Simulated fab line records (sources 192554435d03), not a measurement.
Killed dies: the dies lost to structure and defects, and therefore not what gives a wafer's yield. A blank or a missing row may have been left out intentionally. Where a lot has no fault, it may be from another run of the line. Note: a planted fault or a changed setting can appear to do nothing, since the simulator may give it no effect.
Matching of chambers ; flow n5-finfet ; N5_FIN_SAQP_MANDREL2_REMOVE_60 on rie-si-05 has 3 sister chambers
The step chemistry HBr/Cl2/O2, target a-Si, stops on SiNx, bt time 10 s. 14 wafers are shown with their chamber, then 5 later ones without.

== WAFERS WITH THEIR CHAMBER ==
wafer;chamber;throttle-valve-pct (%);oes-product-au (a.u.);bias-w (W)
L074.1;1;36.4;1.042;22.01
L074.3;2;36.8;0.997;22.10
L074.5;3;36.5;0.999;22.06
L084.1;1;36.4;1.042;22.02
L084.3;3;36.5;0.992;22.00
L084.4;1;36.4;1.049;22.03
L087.2;3;36.5;1.003;21.99
L087.4;2;36.9;0.994;22.12
L087.6;1;36.4;1.042;22.11
L088.2;2;36.8;0.996;22.04
L088.3;1;36.4;1.037;22.04
L088.5;3;36.5;1.005;22.02
L089.2;3;36.5;1.004;21.96
L089.4;1;36.4;1.039;21.90

SIGNATURES (averages over the wafers above)
reading;chamber 1;chamber 2;chamber 3;scatter within a chamber
throttle-valve-pct;36.400;36.833;36.500;0.0246
oes-product-au;1.04183;0.99567;1.00060;0.00427
bias-w;22.0183;22.0867;22.0060;0.054
Rule: for a wafer and a chamber, the distance is found by dividing, reading by reading, the gap between the wafer's reading and the chamber's mean by the reading's scatter, squaring, summing and taking the root. The wafer belongs to the nearest chamber; if the next one is less than 2 further off, it can't be placed. The scatter: take each reading less its chamber's mean, square it, sum over the shown wafers, divide by the number of wafers less the number of chambers, and take the root.

== WAFERS WITH NO CHAMBER GIVEN ==
wafer;throttle-valve-pct (%);oes-product-au (a.u.);bias-w (W)
L089.6;36.5;0.993;21.93
L094.4;36.4;1.050;21.92
L094.5;36.5;1.008;22.07
L097.1;36.5;1.005;22.05
L097.4;36.5;1.011;21.99

== THE CHAMBER EACH PASSED THROUGH ==
wafer;from the rows above;in truth
L089.6;3;3
L094.4;1;1
L094.5;3;3
L097.1;3;3
L097.4;3;3
Correctly placed: 5 of 5. Not placeable from these rows: 0. 0 placed wrongly.
